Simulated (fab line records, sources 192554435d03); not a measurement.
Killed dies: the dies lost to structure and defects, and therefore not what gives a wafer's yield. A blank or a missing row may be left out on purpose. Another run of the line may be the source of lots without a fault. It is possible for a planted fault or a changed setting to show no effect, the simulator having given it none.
fab line records | flow n5Finfet
record: lots: 9 wafers: 27 lastDay: 17
route steps=1938 shown BEOL_M3@954 BEOL_M4@1111 PASSIVATION@1936
lots with no fault: from the same line, run without faults
startH: start of the lot's first displayed wafer, in hours after the record's first day | waitH: hours from the lot's prior step to this one | " same as the row above | L1.1+2: several wafers, shown together as one row | - no value present, or no start provided | * or withheld: withheld | < > ~ a bound
route shown NAME@n: NAME is a module with steps in the file, n the number in the route of the first one | usual: mean/standard deviation of fault-free wafers | same: alike in all rows | chamber/n: place in a boat | sites: each site's reading | _std_site: their standard deviation | _edge_site: mean of outer sites minus mean of inner sites | radiusMm: how far each site lies from the wafer's centre | mask NAME#n: copy n | behind: the most recent tool/chamber to have shaped the wafer | hold: what put the lot on hold/how long, in hours/how the hold closed | device: names the non-switching transistor (n, p or np) | end of line: at the end of the route, the tests of the same wafers | step lacking rows: just its recipe | killed: the dies lost at the first sort to structure and to defects; this is not the yield of the wafer | map: the dies of a wafer, with x for killed, . for not killed, _ for no die there
set.NAME: the setting as run; set.NAME@STEP: as run at that earlier step | model.NAME: the simulator's own value behind a step, which no gauge read
route steps across a sampled set of lots; one table per step, one row per wafer
services: when a tool's chamber went out of use (startH, in hours from the record's first day, below 0 if earlier), for how many hours, and the reason
== steps ==
step: N5_BEOL_M3_HM_OPEN_17
recipe: chemistry: Cl2/BCl3 targetDepthA: 200 overetchA: 60 target: TiN maskMaterial: SOC ionEnergyEv: 150 pressureMtorr: 10 icpW: 1000 biasW: 126 Cl2_flow_sccm: 53.25 bcl3FlowSccm: 21.75 Ar_flow_sccm: 25
usual: drypumpMotorCurrentA: 5.9/0.58 oesProductAu: 0.59/0.076 throttleValvePct: 22.32/0.21
columns lot.wafer tool chamber startH waitH drypumpMotorCurrentA oesProductAu rfHoursCounterH throttleValvePct
L343.1 rieMetal-02 0 156.43 0.0 5.9 0.57 86 22.36
L343.3 " 0 " " 5.9 0.57 - 22.37
L343.5 " 0 " " 5.9 0.57 - 22.37
L344.1 rieMetal-02 0 157.00 0.0 6.0 0.57 86 22.37
L344.4 " 0 " " 5.9 0.57 - 22.38
L344.6 " 1 " " 6.3 0.57 - 22.64
L345.2 rieMetal-01 0 157.07 0.0 5.9 0.51 129 22.15
L345.5 " 1 " " 5.5 0.68 - 22.05
L345.6 " 0 " " 5.9 0.51 - 22.13
L349.2 rieMetal-01 0 179.25 0.0 5.9 0.51 131 22.17
L349.4 " 0 " " 5.9 0.50 - 22.16
L349.5 " 0 " " 5.9 0.50 - 22.15
L348.2 rieMetal-02 1 182.02 0.0 6.3 0.57 91 22.65
L348.3 " 1 " " 6.3 0.57 - 22.63
L348.4 " 0 " " 5.9 0.56 - 22.39
L353.1 rieMetal-01 1 206.29 0.0 5.5 0.63 41 22.13
L353.4 " 1 " " 5.5 0.62 - 22.13
L353.5 " 1 " " 5.5 0.63 - 22.13
L360.1 rieMetal-02 1 250.78 0.0 6.3 0.57 96 22.64
L360.2 " 0 " " 5.9 0.56 94 22.38
L360.5 " 0 " " 5.9 0.56 - 22.39
L364.1 rieMetal-03 0 275.22 0.0 6.7 0.58 89 22.27
L364.2 " 1 " " 4.8 0.52 121 22.38
L364.6 " 1 " " 4.8 0.52 - 22.40
L365.1 rieMetal-02 0 279.54 0.0 5.9 0.54 97 22.39
L365.3 " 1 " " 6.3 0.57 - 22.65
L365.5 " 0 " " 5.9 0.55 - 22.39
step: N5_BEOL_M3_STRIP_36
recipe: chemistry: N2/H2 powerW: 450 tempC: 40 pressureMtorr: 20 rfFrequencyHz: 6e+07 overashFraction: 0.3 biasPowerW: 7 h2Frac: 0.5 n2FlowSccm: 200 h2FlowSccm: 200
usual: drypumpMotorCurrentA: 5.9/0.38 oesProductAu: 0.75/0.067 rfVppV: 59.0/1.4 showerheadPlenumPTorr: 2.54/0.08 throttleValvePct: 23.6/0.31
columns lot.wafer tool chamber startH waitH drypumpMotorCurrentA oesProductAu rfHoursCounterH rfVppV showerheadPlenumPTorr throttleValvePct
L344.1 rieDiel-02 0 160.64 0.0 5.7 0.74 201 59.1 2.51 23.7
L344.4 " 1 " " 6.0 0.78 - 57.2 2.45 24.1
L344.6 " 0 " " 5.8 0.74 - 58.2 2.51 23.8
L343.1 rieDiel-05 0 163.45 0.0 6.1 0.84 61 59.9 2.56 23.8
L343.3 " 1 " " 6.3 0.68 220 61.9 2.62 23.7
L343.5 " 1 " " 6.3 0.69 - 60.9 2.62 23.7
L345.2 rieDiel-05 0 167.03 0.0 6.1 0.84 61 59.9 2.56 23.8
L345.5 " 0 " " 6.1 0.83 - 58.8 2.56 23.8
L345.6 " 3 " " 6.1 0.79 - 57.4 2.43 23.1
L349.2 rieDiel-05 1 181.00 0.0 6.3 0.69 226 55.5 2.62 23.7
L349.4 " 2 " " 5.3 0.70 - 59.6 2.64 23.5
L349.5 " 3 " " 6.1 0.78 - 59.2 2.43 23.1
L348.2 rieDiel-02 0 185.81 0.0 5.8 0.74 209 57.8 2.51 23.8
L348.3 " 3 " " 5.8 0.72 225 58.7 2.50 23.6
L348.4 " 2 " " 6.3 0.73 172 58.9 2.63 23.8
L353.1 rieDiel-04 2 212.07 0.0 6.2 0.75 170 60.1 2.52 23.6
L353.4 " 0 " " 5.2 0.71 204 57.8 2.42 23.6
L353.5 " 3 " " 5.3 0.99 - 59.8 2.49 22.8
L360.1 rieDiel-05 3 252.58 0.0 6.1 0.77 121 57.2 2.43 23.2
L360.2 " 2 " " 5.3 0.70 207 57.1 2.64 23.5
L360.5 " 1 " " 6.3 0.67 - 58.5 2.61 23.7
L364.1 rieDiel-05 2 283.39 0.0 5.3 0.68 219 61.1 2.63 23.5
L364.2 " 3 " " 6.1 0.75 130 56.8 2.42 23.2
L364.6 " 2 " " 5.4 0.68 - 59.9 2.63 23.5
L365.1 rieDiel-02 2 285.36 0.0 6.3 0.70 204 61.2 2.62 23.8
L365.3 " 1 " " 6.1 0.76 - 59.8 2.44 24.2
L365.5 " 2 " " 6.3 0.70 - 60.5 2.62 23.8
step: N5_BEOL_M3_OCD_MEAS_38
usual: trenchDepthNm: 55.2/1
columns lot.wafer tool chamber startH waitH trenchDepthNm
L344.1 ocd-01 - 160.84 - 55.4
L344.4 " - " " 55.4
L344.6 " - " " 55.3
L343.1 ocd-02 - 163.64 - 56.0
L343.3 " - " " 54.1
L343.5 " - " " 53.4
L345.2 ocd-02 - 167.22 - 55.1
L345.5 " - " " 56.1
L345.6 " - " " 55.3
L349.2 ocd-02 - 181.20 - 54.3
L349.4 " - " " 54.3
L349.5 " - " " 56.6
L348.2 ocd-02 - 186.00 - 55.1
L348.3 " - " " 55.4
L348.4 " - " " 54.7
L353.1 ocd-01 - 212.27 - 34.8
L353.4 " - " " 31.7
L353.5 " - " " 37.8
L360.1 ocd-01 - 252.77 - 55.8
L360.2 " - " " 53.8
L360.5 " - " " 53.8
L364.1 ocd-02 - 283.59 - 53.5
L364.2 " - " " 55.7
L364.6 " - " " 53.4
L365.1 ocd-01 - 285.64 - 54.2
L365.3 " - " " 54.9
L365.5 " - " " 53.7
step: N5_BEOL_M3_SURFACE_TREAT_85
recipe: gas: Ar timeS: * ionEnergyEv: * ionCurrentMaCm2: 0.5 pressureMtorr: * arFlowSccm: 30
usual: throttleValvePct: *
columns lot.wafer tool chamber startH waitH throttleValvePct
L344.1 pvdSputter-03 - 162.85 0.7 *
L344.4 " - " " *
L344.6 " - " " *
L343.1 pvdSputter-02 - 164.82 0.3 *
L343.3 " - " " *
L343.5 " - " " *
L345.2 pvdSputter-02 - 168.42 0.4 *
L345.5 " - " " *
L345.6 " - " " *
L349.2 pvdSputter-03 - 182.33 0.1 *
L349.4 " - " " *
L349.5 " - " " *
L348.2 pvdSputter-01 - 186.83 0.1 *
L348.3 " - " " *
L348.4 " - " " *
L353.1 pvdSputter-01 - 213.04 0.1 *
L353.4 " - " " *
L353.5 " - " " *
L360.1 pvdSputter-01 - 253.31 0.1 *
L360.2 " - " " *
L360.5 " - " " *
L364.1 pvdSputter-03 - 284.18 0.1 *
L364.2 " - " " *
L364.6 " - " " *
L365.1 pvdSputter-01 - 286.30 0.3 *
L365.3 " - " " *
L365.5 " - " " *
step: N5_BEOL_M3_SPUTTER_79
recipe: material: Cu targetThkA: 45 tempC: -20 chamberPressurePa: 0.07 powerW: withheld timeS: 8.29
usual: throttleValvePct: 30.6/0.83
columns lot.wafer tool chamber startH waitH throttleValvePct
L344.1 pvdSputter-03 - 163.63 0.1 30.0
L344.4 " - " " 29.6
L344.6 " - " " 31.3
L343.1 pvdSputter-03 - 165.47 0.1 31.1
L343.3 " - " " 29.8
L343.5 " - " " 29.6
L345.2 pvdSputter-03 - 169.03 0.1 29.7
L345.5 " - " " 29.6
L345.6 " - " " 31.3
L349.2 pvdSputter-01 - 182.81 0.1 30.4
L349.4 " - " " 32.0
L349.5 " - " " 31.3
L348.2 pvdSputter-02 - 187.30 0.1 29.9
L348.3 " - " " 31.5
L348.4 " - " " 29.3
L353.1 pvdSputter-01 - 213.64 0.1 30.4
L353.4 " - " " 32.0
L353.5 " - " " 30.4
L360.1 pvdSputter-03 - 253.88 0.1 29.7
L360.2 " - " " 29.8
L360.5 " - " " 31.5
L364.1 pvdSputter-01 - 284.68 0.1 30.1
L364.2 " - " " 31.9
L364.6 " - " " 31.3
L365.1 pvdSputter-01 - 286.80 0.1 31.7
L365.3 " - " " 30.6
L365.5 " - " " 30.3
step: N5_BEOL_M4_RC_MEAS_101
usual: CHAIN_V2_max_site: 239/11 CHAIN_V3_max_site: 242/10 DIBL_N: 36.3/1.7 DIBL_P: 36.5/1.8 IOFF_N: 0.16/0.033 IOFF_P: 0.21/0.037 ION_N: 675/11 ION_P: 462/7.9 SS_N: 71.6/0.64 SS_P: 73.3/0.68 VT_N: 249/3.3 VT_P: -250/3.3
columns lot.wafer tool chamber startH waitH CHAIN_V2_max_site[ohm/link] CHAIN_V3_max_site[ohm/link] DIBL_N[mV/V] DIBL_P[mV/V] IOFF_N[nA/um] IOFF_P[nA/um] ION_N[uA/um] ION_P[uA/um] SS_N[mV/dec] SS_P[mV/dec] VT_N[mV] VT_P[mV]
L344.1 prober-01 0 175.39 0.0 246 225 37.0 37.9 0.16 0.23 674 464 71.5 73.7 249 -251
L344.4 " 0 " " 236 242 35.9 36.4 0.14 0.22 669 461 71.1 73.5 251 -250
L344.6 " 0 " " 222 243 36.4 36.4 0.14 0.21 675 471 71.3 73.1 251 -250
L343.1 prober-02 0 179.55 0.0 219 246 33.6 34.1 0.14 0.21 673 467 71.1 73.2 248 -248
L343.3 " 0 " " 234 239 36.4 37.0 0.18 0.25 679 468 72.3 73.4 250 -249
L343.5 " 0 " " 226 241 35.8 36.4 0.17 0.24 676 467 71.8 73.1 249 -246
L345.2 prober-01 0 181.49 0.2 227 267 35.7 36.1 0.15 0.18 682 467 71.0 73.3 251 -251
L345.5 " 0 " " 243 254 33.6 33.4 0.11 0.14 681 462 71.0 72.8 255 -257
L345.6 " 0 " " 224 247 36.1 36.5 0.14 0.18 677 463 71.5 73.3 253 -253
L349.2 prober-02 0 198.17 0.2 239 233 33.1 32.8 0.11 0.17 665 462 70.6 72.3 255 -253
L349.4 " 0 " " 245 235 34.9 33.6 0.12 0.18 656 455 70.5 71.4 253 -250
L349.5 " 0 " " 227 249 33.9 33.6 0.11 0.18 668 461 70.7 71.8 255 -251
L348.2 prober-01 0 202.29 0.2 231 246 37.3 38.4 0.18 0.24 680 466 72.3 72.8 247 -251
L348.3 " 0 " " 227 247 36.6 36.7 0.17 0.22 688 459 71.7 72.8 250 -253
L348.4 " 0 " " 223 246 37.0 37.8 0.17 0.24 676 465 72.3 73.0 249 -248
L353.1 prober-01 0 225.25 0.0 ~571 ~571 35.8 36.3 0.16 0.20 684 464 71.3 72.9 249 -251
L353.4 " 0 " " ~571 ~571 35.6 34.7 0.15 0.17 666 450 71.1 72.7 249 -253
L353.5 " 0 " " ~571 ~571 34.2 33.9 0.13 0.17 657 448 71.1 72.1 251 -253
L360.1 prober-02 0 270.29 0.0 242 237 37.0 38.3 0.22 0.22 705 462 72.0 73.2 243 -251
L360.2 " 0 " " 266 237 38.2 39.1 0.23 0.23 686 456 72.5 73.7 244 -248
L360.5 " 0 " " 247 253 37.9 38.9 0.24 0.23 683 458 72.2 73.6 240 -250
L365.1 prober-01 0 298.10 0.0 238 243 33.2 33.6 0.12 0.16 669 452 71.2 72.4 252 -256
L365.3 " 0 " " 241 234 36.3 37.7 0.18 0.21 678 461 71.9 74.4 248 -250
L365.5 " 0 " " 254 239 36.8 38.6 0.19 0.22 677 458 72.1 74.3 246 -253
L364.1 prober-02 0 298.18 0.0 257 241 36.2 35.1 0.14 0.17 662 447 71.2 73.8 253 -251
L364.2 " 0 " " 258 258 37.3 36.3 0.16 0.18 677 458 72.1 73.9 249 -254
L364.6 " 0 " " 263 245 37.5 37.0 0.16 0.20 673 458 71.5 74.2 247 -253
step: N5_PASSIVATION_PROBE_49
usual: defectLimitedYield: 91.3/1.5 killed_at_M0_to_M3: 34/9.4 killed_at_M4_up: 13/5.3 killedAtContacts: 13/5.7 killedAtFrontEnd: 40/10 killedAtOther: 3.7/2.8 killedDies: 103/17 killedOnRim: 13/4.2 killedOpen: 67/13 killedShort: 35/8.5 sort_bin_5_function: 5.0/0.98 sort_bin_6_memory: 3.3/0.7 sortNPass: 1077/17 sortYieldPct: 91.3/1.5
same: grossDies: 1180 killedAtBackSide: 0 sort_bin_4_leakage[%]: 0 sort_bin_8_speed[%]: 0
columns lot.wafer tool chamber startH waitH defectLimitedYield[%] killed_at_M0_to_M3 killed_at_M4_up killedAtContacts killedAtFrontEnd killedAtOther killedDies killedOnRim killedOpen killedShort sort_bin_5_function[%] sort_bin_6_memory[%] sortNPass sortYieldPct[%]
L343.1 prober-01 - 273.48 0.0 88.8 50 12 25 34 11 132 22 95 35 6.7 4.0 1048 88.8
L343.3 prober-01 - 273.58 0.1 90.9 43 7 20 34 3 107 15 77 29 5.3 3.4 1073 90.9
L343.5 prober-01 - 273.68 0.2 89.7 41 13 14 46 8 122 14 91 31 6.4 3.6 1058 89.7
L353.1 prober-02 - 331.64 0.0 51.2 510 23 7 34 2 576 94 81 28 44.6 4.2 604 51.2
L353.4 prober-02 - 331.79 0.2 55.3 450 30 9 34 5 528 67 70 34 41.9 2.6 652 55.3
L353.5 prober-02 - 331.84 0.2 56.8 425 14 17 51 3 510 55 68 47 39.5 3.3 670 56.8
killed by level:class
L343.1 MOL_CONTACT_COAG:geometricParticle:open=19 BEOL_M1:geometricParticle:open=16 FIN_SAQP:geometricParticle:open=12 BEOL_M3:geometricParticle:open=10 BEOL_M0_SAQP:geometricParticle:open=9 MOL_CONTACT_COAG:geometricParticle:short=6 BEOL_M0_SAQP:geometricParticle:short=6 BEOL_M2:geometricParticle:open=6
L343.3 MOL_CONTACT_COAG:geometricParticle:open=15 BEOL_M0_SAQP:geometricParticle:open=11 BEOL_M2:geometricParticle:open=11 BEOL_M1:geometricParticle:open=7 FIN_SAQP:geometricParticle:open=6 DUMMY_GATE:geometricParticle:open=5 MOL_CONTACT_COAG:geometricParticle:short=5 BEOL_M3:geometricParticle:open=5
L343.5 STI_FIN_REVEAL:geometricParticle:open=19 MOL_CONTACT_COAG:geometricParticle:open=10 FIN_SAQP:geometricParticle:open=9 BEOL_M0_SAQP:geometricParticle:open=9 BEOL_M2:geometricParticle:open=9 BEOL_M1:geometricParticle:open=8 BEOL_M0_SAQP:geometricParticle:short=5 BEOL_M4:geometricParticle:open=5
L353.1 BEOL_M3:areaOpen=467 DUMMY_GATE:geometricParticle:open=11 BEOL_M2:geometricParticle:open=11 BEOL_M0_SAQP:geometricParticle:short=10 STI_FIN_REVEAL:geometricParticle:open=9 BEOL_M0_SAQP:geometricParticle:open=6 MOL_CONTACT_COAG:geometricParticle:open=6 BEOL_M4:geometricParticle:open=6
L353.4 BEOL_M3:areaOpen=423 BEOL_M4:geometricParticle:open=18 BEOL_M2:geometricParticle:open=8 MOL_CONTACT_COAG:geometricParticle:open=7 BEOL_M0_SAQP:geometricParticle:short=7 FIN_SAQP:geometricParticle:short=6 DUMMY_GATE:geometricParticle:open=6 BEOL_M0_SAQP:geometricParticle:open=6
L353.5 BEOL_M3:areaOpen=395 MOL_CONTACT_COAG:geometricParticle:open=13 FIN_SAQP:geometricParticle:short=12 FIN_SAQP:geometricParticle:open=10 BEOL_M4:geometricParticle:open=7 BEOL_M0_SAQP:geometricParticle:short=6 BEOL_M0_SAQP:geometricParticle:open=6 BEOL_M2:geometricParticle:open=6
== services ==
columns tool chamber startH hours kind
rieMetal-02 0 136.10 2.2 repair
rieDiel-05 1 139.32 17.3 repair
rieDiel-02 3 143.02 4.5 repair
rieDiel-04 0 150.47 3.8 repair
rieDiel-02 3 155.23 9.1 repair
rieDiel-04 2 180.80 8.5 repair
rieDiel-02 - 189.99 2.8 pm
rieMetal-01 0 209.94 - clean
rieMetal-01 0 209.94 16.2 scheduledDown
rieMetal-01 0 209.94 16.2 ventCycle
rieDiel-04 1 229.69 7.4 repair
rieDiel-05 3 265.18 6.2 repair
rieDiel-02 3 267.81 - clean
rieDiel-02 3 267.81 - consumableReplace:focusRing
rieDiel-02 3 267.81 36.6 scheduledDown
rieDiel-02 3 267.81 36.6 ventCycle
rieMetal-02 1 271.24 5.2 repair
rieDiel-05 1 271.34 - clean
rieDiel-05 1 271.34 - consumableReplace:focusRing
rieDiel-05 1 271.34 21.2 scheduledDown
rieDiel-05 1 271.34 21.2 ventCycle
rieDiel-04 - 273.42 14.6 pm
pvdSputter-03 - 278.15 5.5 repair
rieDiel-02 0 279.54 8.0 repair
== key ==
firstSign: step: N5_BEOL_M3_OCD_MEAS_38 reading: trenchDepthNm direction: down sigmas: 20 usual: 55.2 struck: 34.8
effect: step: N5_BEOL_M4_RC_MEAS_101 reading: CHAIN_V3_max_site direction: up sigmas: 32 usual: 242 struck: ~571
effect: step: N5_BEOL_M4_RC_MEAS_101 reading: CHAIN_V2_max_site direction: up sigmas: 29 usual: 239 struck: ~571
effect: step: N5_PASSIVATION_PROBE_49 reading: killed_at_M0_to_M3 direction: up sigmas: 46 usual: 34 struck: 462
moreKillsBornAt: N5_BEOL_M3_HM_OPEN_17@rieMetal-01: 1285
metAt N5_BEOL_M3_HM_OPEN_17
struckLots L353
struckWafers L353.1,L353.4,L353.5
notActingAt N5_BEOL_M3_STRIP_36,N5_BEOL_M3_SURFACE_TREAT_85,N5_BEOL_M3_SPUTTER_79
onsetBetween 179.25 206.29
fault: kind: processParameterDrift tool: rieMetal-01 chamber: - onsetH: 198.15 steps: N5_BEOL_M3_HM_OPEN_17 channel: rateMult offset: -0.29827 shape: step endH: 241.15 scope: struckWafersOnly
